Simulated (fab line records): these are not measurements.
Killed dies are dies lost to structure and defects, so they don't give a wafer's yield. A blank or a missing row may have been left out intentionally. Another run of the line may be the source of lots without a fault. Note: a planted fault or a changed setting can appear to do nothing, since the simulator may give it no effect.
Which tool is to blame?    flow n5 finfet    72 wafers from 24 lots sampled at 4 of the route's 1938 steps

## WHAT THE GAUGES SHOWED, per wafer
N5_ILD0_THK_MEAS_13. Usual: 17.6 nm for thk nm, sd 0.88.
lot   measured     on             thk nm (nm)     flag
L074  day 3 18:34  film metro-01  17.4 18.0 17.0  
L075  day 4 01:47  film metro-01  18.4 19.9 19.6  
L076  day 4 05:16  film metro-02  17.0 15.9 17.6  
L077  day 4 12:44  film metro-02  17.6 17.3 15.9  
L078  day 4 15:48  film metro-01  17.0 17.3 18.5  
L079  day 4 21:43  film metro-02  17.4 16.9 17.9  
L080  day 5 09:40  film metro-02  18.0 17.5 16.6  
L081  day 5 11:55  film metro-02  17.4 19.1 16.3  
L082  day 5 18:43  film metro-01  16.1 17.6 16.7  
L084  day 6 03:10  film metro-01  17.9 18.1 18.2  
L083  day 6 04:37  film metro-02  18.2 17.4 17.9  
L085  day 6 14:02  film metro-01  17.3 16.1 17.8  
L086  day 6 18:06  film metro-01  15.7 16.4 17.8  
L087  day 6 22:27  film metro-02  16.7 17.0 16.2  
L088  day 7 08:08  film metro-02  18.8 16.6 19.7  
L089  day 7 10:57  film metro-01  18.3 17.8 18.2  
L090  day 7 16:19  film metro-01  17.0 16.7 17.4  
L091  day 7 22:32  film metro-01  16.8 18.8 17.4  
L092  day 8 04:56  film metro-01  18.1 18.8 15.7  
L093  day 8 14:58  film metro-01  17.2 17.1 16.4  
L094  day 8 22:42  film metro-01  19.2 17.7 18.6  
L095  day 9 00:20  film metro-01  18.8 18.6 19.6  
L096  day 9 16:16  film metro-02  17.5 16.6 17.2  
L097  day 9 18:53  film metro-01  16.6 18.3 17.2  

N5_HKMG_FIN_THK_MEAS_70: measures by xrf. Usual: HK_THK typically reads 1.608 nm, with standard deviation 0.02.
lot   measured      on             HK_THK (nm)        flag
L074  day 4 03:21   film metro-02  1.595 1.594 1.624  
L075  day 4 10:43   film metro-02  1.580 1.631 1.641  
L076  day 4 14:13   film metro-01  1.606 1.611 1.615  
L077  day 4 21:23   film metro-01  1.611 1.614 1.606  
L078  day 5 01:02   film metro-02  1.610 1.603 1.590  
L079  day 5 06:19   film metro-02  1.561 1.638 1.622  
L080  day 5 18:18   film metro-02  1.605 1.615 1.596  
L081  day 5 21:07   film metro-02  1.596 1.596 1.551  
L082  day 6 04:01   film metro-01  1.635 1.604 1.606  
L084  day 6 12:08   film metro-02  1.607 1.625 1.629  
L083  day 6 13:20   film metro-02  1.628 1.609 1.590  
L085  day 6 22:44   film metro-01  1.597 1.610 1.619  
L086  day 7 03:35   film metro-01  1.605 1.636 1.611  
L087  day 7 07:46   film metro-01  1.587 1.599 1.601  
L088  day 7 17:44   film metro-02  1.598 1.570 1.593  
L089  day 7 19:51   film metro-01  1.586 1.607 1.603  
L090  day 8 01:07   film metro-02  1.659 1.596 1.662  
L091  day 8 07:22   film metro-01  1.608 1.630 1.604  
L092  day 8 13:43   film metro-01  1.605 1.596 1.601  
L093  day 9 00:05   film metro-01  1.605 1.619 1.623  
L094  day 9 07:41   film metro-02  1.583 1.608 1.580  
L095  day 9 09:17   film metro-02  1.631 1.650 1.609  
L096  day 10 01:31  film metro-02  1.594 1.606 1.612  
L097  day 10 03:56  film metro-01  1.622 1.608 1.608  

## EACH LOT AND THE TOOL THAT RAN IT (in order: tool; ch and the chambers of the sampled wafers; start)
lot   N5_SD_EPI_N_ETCH_16                N5_SDB_STRIP_22
L074  rie diel-05 ch 0,2, day 3 03:30    plasma asher-02 ch 0,1, day 3 19:23
L075  rie diel-02 ch 0,1,2, day 3 11:14  plasma asher-02 ch 0,1, day 4 02:41
L076  rie diel-06 ch 0,1,3, day 3 13:28  plasma asher-02 ch 0,1, day 4 06:03
L077  rie diel-02 ch 0,1,3, day 3 20:38  plasma asher-01 ch 0,1, day 4 13:39
L078  rie diel-05 ch 0,3, day 4 01:03    plasma asher-02 ch 0,1, day 4 17:02
L079  rie diel-02 ch 0,3, day 4 06:37    plasma asher-02 ch 0,1, day 4 22:38
L080  rie diel-02 ch 0,1, day 4 18:03    plasma asher-01 ch 0,1, day 5 10:37
L081  rie diel-05 ch 0,2, day 4 21:14    plasma asher-02 ch 0,1, day 5 12:50
L082  rie diel-05 ch 1,2,3, day 5 03:51  plasma asher-01 ch 0,1, day 5 20:14
L084  rie diel-05 ch 1,2, day 5 12:25    plasma asher-01 ch 0,1, day 6 04:05
L083  rie diel-05 ch 0,3, day 5 13:28    plasma asher-01 ch 0,1, day 6 05:34
L085  rie diel-02 ch 0,3, day 5 23:12    plasma asher-01 ch 0,1, day 6 15:01
L086  rie diel-06 ch 1,2,3, day 6 02:04  plasma asher-02 ch 0,1, day 6 18:55
L087  rie diel-06 ch 1,2,3, day 6 07:34  plasma asher-01 ch 0,1, day 6 23:22
L088  rie diel-02 ch 0,1, day 6 15:37    plasma asher-02 ch 0, day 7 09:02
L089  rie diel-02 ch 0,1, day 6 19:20    plasma asher-01 ch 0,1, day 7 11:58
L090  rie diel-02 ch 0,1, day 7 00:25    plasma asher-02 ch 0,1, day 7 17:16
L091  rie diel-06 ch 0,1, day 7 07:01    plasma asher-02 ch 1, day 7 23:38
L092  rie diel-06 ch 0,1,2, day 7 13:19  plasma asher-01 ch 1, day 8 06:04
L093  rie diel-06 ch 0,1, day 7 22:14    plasma asher-01 ch 0, day 8 15:46
L094  rie diel-06 ch 0,3, day 8 06:23    plasma asher-01 ch 0,1, day 8 23:41
L095  rie diel-06 ch 0,1,2, day 8 07:42  plasma asher-01 ch 0,1, day 9 01:20
L096  rie diel-05 ch 1,2,3, day 9 00:03  plasma asher-02 ch 0,1, day 9 17:23
L097  rie diel-02 ch 0,2,3, day 9 02:03  plasma asher-01 ch 0,1, day 9 19:41
- N5_SD_EPI_N_ETCH_16: etches SiO2 in CHF3/O2, target depth 5 nm.
- N5_SDB_STRIP_22: strips in N2/H2.

## AS READ BY THE TOOLS THEMSELVES (means over the sampled wafers that have a number; for cases with no such wafer, the mark the record gives instead)
N5_SD_EPI_N_ETCH_16. Usual: drypump motor current A 5.8 A, standard deviation 0.37; oes product au 0.78 a.u., standard deviation 0.093; rf vpp V 523 V, standard deviation 4.8; showerhead plenum p Torr 2.37 Torr, standard deviation 0.061; throttle valve pct 18.97 %, standard deviation 0.24.
lot   tool         drypump motor current A (A)  oes product au (a.u.)  rf vpp V (V)  showerhead plenum p Torr (Torr)  throttle valve pct (%)  flag
L074  rie diel-05  5.8                          0.85                   522           2.40                             18.84                   
L075  rie diel-02  5.7                          0.75                   524           2.38                             19.04                   
L076  rie diel-06  5.9                          0.75                   527           2.37                             19.03                   
L077  rie diel-02  5.7                          0.74                   520           2.31                             19.07                   
L078  rie diel-05  5.7                          0.86                   520           2.37                             18.75                   
L079  rie diel-02  6.0                          0.73                   520           2.30                             19.12                   
L080  rie diel-02  5.3                          0.73                   520           2.31                             18.90                   
L081  rie diel-05  5.9                          0.83                   521           2.39                             18.86                   
L082  rie diel-05  5.7                          0.70                   522           2.42                             19.06                   
L084  rie diel-05  5.5                          0.68                   526           2.40                             19.10                   
L083  rie diel-05  5.6                          0.84                   520           2.37                             18.78                   
L085  rie diel-02  6.0                          0.72                   520           2.30                             19.27                   
L086  rie diel-06  6.0                          0.74                   524           2.37                             18.95                   
L087  rie diel-06  6.0                          0.74                   525           2.37                             18.97                   
L088  rie diel-02  5.3                          0.73                   520           2.30                             18.94                   
L089  rie diel-02  5.3                          0.73                   519           2.30                             18.93                   
L090  rie diel-02  5.6                          0.72                   520           2.30                             18.98                   
L091  rie diel-06  5.9                          0.89                   528           2.37                             18.84                   
L092  rie diel-06  5.9                          0.91                   527           2.38                             18.76                   
L093  rie diel-06  5.9                          0.88                   529           2.37                             18.86                   
L094  rie diel-06  6.0                          0.82                   526           2.33                             18.92                   
L095  rie diel-06  5.9                          0.87                   526           2.38                             18.76                   
L096  rie diel-05  5.7                          0.86                   521           2.40                             18.84                   
L097  rie diel-02  6.0                          0.72                   525           2.36                             19.29                   

N5_SDB_STRIP_22. Usual: drypump motor current A 5.6 A, standard deviation 0.41; heater power w 333 W, standard deviation 35; oes product au 0.716 a.u., standard deviation 0.0047; strip time to endpoint s 96.5 s, standard deviation 0.38.
lot   tool             drypump motor current A (A)  heater power w (W)  oes product au (a.u.)  strip time to endpoint s (s)  flag
L074  plasma asher-02  6.0                          314                 0.716                  96.6                          
L075  plasma asher-02  5.9                          300                 0.713                  96.4                          
L076  plasma asher-02  6.0                          311                 0.712                  96.2                          
L077  plasma asher-01  5.4                          347                 0.715                  96.7                          
L078  plasma asher-02  6.1                          309                 0.717                  96.7                          
L079  plasma asher-02  5.9                          304                 0.713                  96.2                          
L080  plasma asher-01  5.3                          363                 0.718                  97.2                          
L081  plasma asher-02  6.0                          315                 0.719                  96.7                          
L082  plasma asher-01  5.3                          368                 0.712                  96.5                          
L084  plasma asher-01  5.3                          363                 0.713                  96.0                          
L083  plasma asher-01  5.4                          337                 0.720                  97.0                          
L085  plasma asher-01  5.3                          370                 0.718                  96.3                          
L086  plasma asher-02  5.9                          305                 0.718                  96.1                          
L087  plasma asher-01  5.4                          344                 0.713                  96.3                          
L088  plasma asher-02  5.7                          298                 0.715                  96.8                          
L089  plasma asher-01  5.3                          367                 0.719                  96.7                          
L090  plasma asher-02  5.9                          301                 0.714                  95.9                          
L091  plasma asher-02  6.2                          320                 0.718                  96.2                          
L092  plasma asher-01  5.1                          387                 0.717                  96.5                          
L093  plasma asher-01  5.6                          321                 0.716                  97.1                          
L094  plasma asher-01  5.3                          362                 0.715                  96.2                          
L095  plasma asher-01  5.3                          365                 0.717                  96.4                          
L096  plasma asher-02  6.1                          310                 0.715                  96.5                          
L097  plasma asher-01  5.4                          343                 0.711                  96.4                          

## THE ANSWER, worked out from the rows above alone
Rule: a lot is off if the mean of its wafers that have a number lies more than 3 standard deviations from the usual mean. A lot without any number at a reading at which 4 lots or more have one is off too. The other lots that the step has rows for count as sound. After the gauges, taken in route order, come the tools' own readings; for these a lot's mean is taken, as printed above. The first step at which some lot is off is used, and at that step the reading that is off furthest; a lot without a number counts as furthest.
Across all readings shown, no lot is off: no conclusion can be drawn from this.

## WHAT THE SIMULATOR HAD PUT IN
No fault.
